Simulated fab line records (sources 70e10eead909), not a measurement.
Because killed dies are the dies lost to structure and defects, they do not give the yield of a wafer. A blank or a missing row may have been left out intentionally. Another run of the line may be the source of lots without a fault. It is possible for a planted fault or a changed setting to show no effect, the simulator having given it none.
What tool caused it? ; flow nand-harc ; 7 lots, 21 wafers sampled, at 2 steps of a route of 1159

WHAT THE GAUGES READ, wafer by wafer
NHARC_P_STI_INSPECT_11.
lot;measured;on;raw-defect-count
L713;day 3 02:50;defect-inspect-01;5 9 4
L719;day 4 19:02;defect-inspect-02;5 4 2
L723;day 5 18:50;defect-inspect-01;4 3 9
L726;day 6 10:58;defect-inspect-01;6 4 1
L728;day 6 21:53;defect-inspect-01;2 10 2
L730;day 7 11:05;defect-inspect-01;2 3 8

WHAT TOOL EACH LOT RAN ON (gives the tool, then ch and the chambers of the sampled wafers, and finally the start)
lot;NHARC_P_ZERO_WELL_IMPLANT_59
L713;implanter-02 ch 0, day 2 10:46
L716;implanter-02, day 3 04:36
L719;implanter-02 ch 0, day 3 22:49
L723;implanter-01 ch 0, day 4 22:37
L726;implanter-02 ch 0, day 5 16:49
L728;implanter-02 ch 0, day 6 04:31
L730;implanter-01 ch 0, day 6 16:39
- NHARC_P_ZERO_WELL_IMPLANT_59

THE ANSWER, worked out from the rows above alone
Rule: the lots themselves supply what counts as usual. Put in order of their means at a reading, lots are off if they are a third of the lots or fewer, leave a main group of 4 or more, and stand apart from it by a gap of 3 or more times the standard deviation of the main group's means; of several such gaps the widest counts. A main group whose means are all the same, to the digits that the tables above print for the reading, isn't used. A lot without any number at a reading at which 4 lots or more have one is off too. Where the step has rows for the other lots, those lots are counted as sound.
No lot is off on any of the readings shown, so nothing can be concluded from this.

WHAT WAS PUT IN BY THE SIMULATOR
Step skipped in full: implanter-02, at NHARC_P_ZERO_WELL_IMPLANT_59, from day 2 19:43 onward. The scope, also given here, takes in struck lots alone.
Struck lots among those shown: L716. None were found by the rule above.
